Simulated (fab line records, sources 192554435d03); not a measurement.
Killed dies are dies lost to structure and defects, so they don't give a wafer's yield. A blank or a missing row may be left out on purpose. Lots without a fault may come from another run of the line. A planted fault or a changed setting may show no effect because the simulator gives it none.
fab line records | flow n5_finfet | part 2 of 2: steps 23 to 29 of 29
record lots=5 wafers=15 last_day=16
route steps=1938 shown BEOL_M10@1511 BEOL_M11@1536
lots that met no fault: from a run of the same line without faults
start_h: hours from the record's first day to the start of the lot's first wafer shown | wait_h: hours since the lot's step before | " the same as in the row above | L1.1+2: a row that stands for several wafers | - no value, or no start given | * or withheld: withheld | < > ~ a bound
route shown NAME@n: a module of which the file shows steps, and the number in the route of the first | usual: mean/standard deviation of fault-free wafers | same: alike in all rows | chamber/n: place in a boat | sites: the reading at each site | _std_site: their standard deviation | _edge_site: outer sites' mean less inner sites' | radius_mm: how far each site lies from the wafer's centre | mask NAME#n: copy n | behind: the tool/chamber that last shaped the wafer | hold: why the lot was held/for how many hours/how that ended | device: the transistor (n, p or np) that didn't switch | end of line: the same wafers' tests at the end of the route | a step without rows: its recipe alone | killed: dies lost to structure and defects at the first sort, not the wafer's yield | map: a wafer's dies, x killed, . not, _ none there
set.NAME: the setting as run; set.NAME@STEP: as run at that earlier step | model.NAME: the simulator's own value behind a step, which no gauge read
lots at some steps of the route; a table a step, a row a wafer
services: from which hour (start_h, from the record's first day; less than 0 if before it) a tool's chamber was out of use, for how many hours, and why
## steps
# step N5_BEOL_M10_DEP_56
# recipe material=SiCN target_thk_a=150 temp_c=withheld precursor=3MS/NH3 pressure_torr=3 rf_w=202 time_s=26.5
# usual showerhead_plenum_p_Torr=3.667/0.019 showerhead_vpp_V=875/39 throttle_valve_pct=8.9/0.82
# same time_s=26.5
# columns lot.wafer tool chamber start_h wait_h showerhead_plenum_p_Torr showerhead_vpp_V throttle_valve_pct
L075.1 pecvd-04 1 231.76 0.0 3.711 947 8.0
L075.2 " 0 " " 3.668 849 10.6
L075.4 " 1 " " 3.709 939 7.9
L081.3 pecvd-03 0 254.25 0.0 3.652 842 9.1
L081.4 " 2 " " 3.655 893 7.8
L081.5 " 1 " " 3.681 812 9.5
L080.1 pecvd-04 2 257.19 0.0 3.666 884 8.4
L080.5 " 0 " " 3.664 852 10.7
L080.6 " 1 " " 3.708 951 8.1
L086.1 pecvd-03 2 290.52 0.0 3.660 910 8.1
L086.4 " 0 " " 3.653 833 9.0
L086.5 " 2 " " 3.658 884 7.8
L090.2 pecvd-02 2 314.49 0.0 3.694 926 8.5
L090.3 " 0 " " 3.659 869 9.4
L090.6 " 1 " " 3.655 845 9.7
# step N5_BEOL_M10_RS_MEAS_57
# recipe thk_meas_gauge=four-point-probe reads=Cu_of_BEOL_M10_ECD_50+Co_of_BEOL_M10_CVD_75+TaN_of_BEOL_M10_ALD_74
# usual M10_RS=0.150/0.006
# columns lot.wafer tool chamber start_h wait_h M10_RS[ohm/sq]
L075.1 film_metro-02 - 231.83 0.1 0.156
L075.2 " - " " 0.142
L075.4 " - " " 0.143
L081.3 film_metro-01 - 254.32 0.1 0.146
L081.4 " - " " 0.148
L081.5 " - " " 0.153
L080.1 film_metro-01 - 257.27 0.1 0.146
L080.5 " - " " 0.152
L080.6 " - " " 0.141
L086.1 film_metro-02 - 290.61 0.1 0.153
L086.4 " - " " 0.144
L086.5 " - " " 0.148
L090.2 film_metro-01 - 314.56 0.1 0.149
L090.3 " - " " 0.149
L090.6 " - " " 0.143
# step N5_BEOL_M10_INSPECT_58
# recipe inspect_instrument=darkfield mode=post_dep
# usual raw_defect_count=72/28
# columns lot.wafer tool chamber start_h wait_h raw_defect_count
L075.1 defect_inspect-02 - 231.86 0.0 103
L075.2 " - " " 92
L075.4 " - " " 174
L081.3 defect_inspect-02 - 254.35 0.0 149
L081.4 " - " " 86
L081.5 " - " " 96
L080.1 defect_inspect-01 - 257.29 0.0 35
L080.5 " - " " 55
L080.6 " - " " 47
L086.1 defect_inspect-01 - 290.64 0.0 42
L086.4 " - " " 41
L086.5 " - " " 63
L090.2 defect_inspect-02 - 314.59 0.0 82
L090.3 " - " " 64
L090.6 " - " " 59
# step N5_BEOL_M11_ILD_DEP_00
# recipe material=SiCOH_lowk target_thk_a=3085.1 temp_c=300 precursor=DEMS/porogen pressure_torr=5 rf_w=500 time_s=58
# usual heater_power_w=342/67 showerhead_plenum_p_Torr=5.742/0.019 showerhead_vpp_V=1376/55 susceptor_temp_C=300.02/0.22 throttle_valve_pct=13.5/0.96
# same time_s=58
# columns lot.wafer tool chamber start_h wait_h heater_power_w showerhead_plenum_p_Torr showerhead_vpp_V susceptor_temp_C throttle_valve_pct
L075.1 pecvd-01 1 231.89 0.0 356 5.736 1378 299.94 13.5
L075.2 " 2 " " 427 5.719 1422 300.30 13.5
L075.4 " 1 " " 357 5.740 1364 300.06 13.5
L081.3 pecvd-04 2 254.38 0.0 354 5.747 1389 299.96 12.7
L081.4 " 1 " " 290 5.792 1473 300.27 12.5
L081.5 " 0 " " 258 5.753 1309 300.00 16.1
L080.1 pecvd-01 2 257.33 0.0 364 5.728 1439 299.99 13.7
L080.5 " 2 " " 390 5.748 1442 299.86 14.1
L080.6 " 0 " " 421 5.756 1329 300.01 13.7
L086.1 pecvd-01 0 290.68 0.0 413 5.727 1325 299.92 13.4
L086.4 " 1 " " 371 5.731 1390 300.26 13.6
L086.5 " 2 " " 363 5.731 1454 299.89 13.9
L090.2 pecvd-01 1 314.63 0.0 359 5.735 1373 300.40 13.5
L090.3 " 2 " " 385 5.739 1456 300.01 13.8
L090.6 " 1 " " 361 5.749 1373 300.27 14.1
# step N5_BEOL_M11_CURE_71
# recipe temp_c=385 time_s=240 ambient=He/Ar material=SiCOH_lowk
# usual lamp_power_pct=52.32/0.051 wafer_temp_C_max=386.9/0.64
# same time_s=240
# columns lot.wafer tool chamber start_h wait_h lamp_power_pct wafer_temp_C_max
L075.1 uv_cure-01 1 232.22 0.3 52.17 388.5
L075.2 " 1 " " 52.31 387.7
L075.4 " 1 " " 52.28 387.6
L081.3 uv_cure-01 2 254.62 0.2 52.32 386.1
L081.4 " 2 " " 52.38 386.1
L081.5 " 2 " " 52.34 385.9
L080.1 uv_cure-03 0 257.41 0.0 52.40 387.1
L080.5 " 0 " " 52.37 386.7
L080.6 " 0 " " 52.28 387.2
L086.1 uv_cure-01 1 290.76 0.0 52.30 388.9
L086.4 " 1 " " 52.33 386.8
L086.5 " 1 " " 52.31 387.4
L090.2 uv_cure-03 0 315.01 0.4 52.27 387.1
L090.3 " 0 " " 52.38 387.9
L090.6 " 0 " " 52.32 386.9
# step N5_BEOL_M11_THK_MEAS_01
# recipe reads=SiCOH_lowk_of_BEOL_M11_ILD_DEP_00
# usual M11_ILD_THK=268/4.5
# columns lot.wafer tool chamber start_h wait_h M11_ILD_THK[nm]
L075.1 film_metro-02 - 232.73 0.4 271
L075.2 " - " " 270
L075.4 " - " " 277
L081.3 film_metro-01 - 254.97 0.3 264
L081.4 " - " " 266
L081.5 " - " " 272
L080.1 film_metro-01 - 258.00 0.5 274
L080.5 " - " " 275
L080.6 " - " " 273
L086.1 film_metro-01 - 291.28 0.4 267
L086.4 " - " " 269
L086.5 " - " " 273
L090.2 film_metro-02 - 315.44 0.4 267
L090.3 " - " " 270
L090.6 " - " " 271
# step N5_BEOL_M11_PECVD_70
# recipe material=SiO2 target_thk_a=200 temp_c=400 precursor=TEOS/O2 pressure_torr=5.5 rf_w=450 teos_flow_sccm=53.8 gas=O2 flow_sccm=3000 time_s=22.7
# usual heater_power_w=729/120 showerhead_plenum_p_Torr=8.80/0.098 showerhead_vpp_V=1313/54 susceptor_temp_C=400.01/0.23 throttle_valve_pct=21.8/2.1
# same time_s=22.7
# columns lot.wafer tool chamber start_h wait_h heater_power_w showerhead_plenum_p_Torr showerhead_vpp_V susceptor_temp_C throttle_valve_pct
L075.1 pecvd-04 1 232.77 0.0 705 9.01 1419 400.27 19.9
L075.2 " 0 " " 646 8.80 1271 400.34 26.3
L075.4 " 1 " " 703 9.04 1396 400.03 19.8
L081.3 pecvd-01 2 255.01 0.0 925 8.77 1347 400.17 22.1
L081.4 " 2 " " 953 8.72 1365 400.40 22.1
L081.5 " 1 " " 809 8.81 1300 400.05 22.2
L080.1 pecvd-04 0 258.04 0.0 603 8.83 1246 399.83 26.1
L080.5 " 0 " " 625 8.81 1261 400.11 26.2
L080.6 " 2 " " 953 8.79 1316 400.08 20.8
L086.1 pecvd-03 0 291.32 0.0 646 8.67 1284 399.78 22.2
L086.4 " 2 " " 679 8.73 1318 399.92 19.9
L086.5 " 2 " " 670 8.72 1354 399.78 19.8
L090.2 pecvd-03 0 315.48 0.0 656 8.70 1249 400.22 22.5
L090.3 " 2 " " 607 8.76 1323 400.03 19.7
L090.6 " 0 " " 671 8.69 1253 400.33 22.5
## services
# columns tool chamber start_h hours kind
pecvd-02 - 212.03 0.5 repair
pecvd-01 2 212.05 5.7 repair
uv_cure-01 - 216.13 1.7 repair
ald_metal-01 - 217.23 2.8 pm
cvd_co-02 - 220.65 2.8 pm
cmp-04 - 238.15 41.2 repair
pecvd-02 - 241.03 1.7 repair
rie_diel-03 1 247.14 7.8 repair
ald_metal-02 - 247.65 2.8 pm
uv_cure-01 - 260.34 14.6 pm
pecvd-03 1 260.96 144.4 repair
pecvd-02 0 265.03 22.1 repair
pecvd-02 - 265.85 0.7 repair
cmp-02 - 266.15 4.0 pm
cvd_co-01 - 269.72 1.0 repair
pecvd-04 - 280.33 0.9 repair
pecvd-02 - 285.58 0.6 repair
rie_diel-03 3 297.06 - clean
rie_diel-03 3 297.06 - consumable_replace:focus_ring
rie_diel-03 3 297.06 31.2 scheduled_down
rie_diel-04 0 302.16 21.8 repair
ald_metal-02 - 306.31 8.7 pm
ald_metal-04 1 308.17 5.8 repair
cmp-04 - 313.06 9.1 repair
